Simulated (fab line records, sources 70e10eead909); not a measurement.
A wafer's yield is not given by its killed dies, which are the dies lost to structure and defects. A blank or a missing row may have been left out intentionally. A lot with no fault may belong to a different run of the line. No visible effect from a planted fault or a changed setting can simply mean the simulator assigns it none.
A struck lot beside a sound one || flow nand-harc || 15 out of 1302 route steps
Sound: wafers L750.4, L750.5, L750.6. Struck: wafer L755.5. (L755.1, L755.3 of the same lot were not struck and are left out.) The cause comes at the end.
Order at every step that has rows: each side's tool, ch and its chambers, its first start. Under that, the readings that differ: sound wafers || struck wafers || difference of the means || sigmas: that difference in standard deviations of wafers without a fault.
alike: words and numbers the same on both sides, and readings whose means are apart by under 2 such deviations; not compared: readings that were withheld, readings missing a value for some wafer, numbers with overlapping values and no deviation given by the record, and bounds like >300 which may hide the same value.
Wherever a step has rows on one side only, a row that says differs or no value, or a row with sigmas, the two part there. When numbers do not overlap yet have no deviation, they are printed without sigmas and do not part them. A reading that every wafer of one side lacks parts them only if that side has two wafers or more.

first, 6 steps without rows for these wafers: NHARC_A_DECK1_JOINT_CVD_34 (deposits SiNx, target thk 20 nm); NHARC_A_DECK1_JOINT_DEP_06 (deposits SiOx, target thk 80 nm); NHARC_A_DECK1_JOINT_CURE_26 (time 32 s); NHARC_A_DECK1_JOINT_ANNEAL_27 (time 3600 s); NHARC_A_DECK1_JOINT_ANNEAL_28 (time 1800 s); NHARC_A_DECK1_JOINT_ANNEAL_29 (time 1800 s).
NHARC_A_DECK1_JOINT_CMP_02: polishes SiOx.
  sound on cmp-04 ch 0,3, day 13 10:07; struck on cmp-01 ch 3, day 15 18:26
  alike: edge-zone-pressure-frac, motor-current-A
following that, these wafers have no rows for 1 step: NHARC_A_DECK1_JOINT_SRD_15.
NHARC_A_DECK1_JOINT_DEP_16: deposits SiO2, target thk 45 nm.
  sound on pecvd-04 ch 0,1,2, day 13 10:35; struck on pecvd-04 ch 0, day 15 18:54
  alike: heater-power-outer-w, heater-power-w, susceptor-temp-C, throttle-valve-pct
NHARC_A_DECK1_JOINT_THK_MEAS_17: measures by ellipsometry.
  sound on film-metro-02, day 13 10:47; struck on film-metro-02, day 15 19:11
  alike: thk-nm
NHARC_A_DECK1_JOINT_INSPECT_05:
  sound on defect-inspect-01, day 13 10:50; struck on defect-inspect-01, day 15 19:13
  alike: raw-defect-count
NHARC_A_ONON_D2_DEP_00: target thk 1000 nm.
  sound on pecvd-onon-02 ch 0, day 13 11:04; struck on pecvd-onon-02 ch 0, day 15 19:17
  alike: n2-flow-sccm, susceptor-temp-C
NHARC_A_ONON_D2_THK_MEAS_02: measures by ellipsometry.
  sound on film-metro-02, day 13 11:25; struck on film-metro-02, day 15 19:48
{"reading": "thk-nm (nm)", "sound": "1009 1009 1008", "struck": 1585, "difference": "+576", "sigmas": "+52"}
then, no rows for these wafers at 1 step: NHARC_A_ONON_D2_DEP_03 (target thk 1000 nm).
-- record jumps: 12 days between struck wafers' starts before vs after; left off in module A_ONON_D2, resumes in module END, first step shown is number 1302 of the route --
NHARC_END_SORT_01:
  only the struck wafers appear in the record here, on prober-01 ch 0 at day 28 00:43; the sound ones have no rows

WHERE THEY PART
First at NHARC_A_ONON_D2_THK_MEAS_02; last, within this record, at NHARC_END_SORT_01.

WHY: the cause the simulator had injected
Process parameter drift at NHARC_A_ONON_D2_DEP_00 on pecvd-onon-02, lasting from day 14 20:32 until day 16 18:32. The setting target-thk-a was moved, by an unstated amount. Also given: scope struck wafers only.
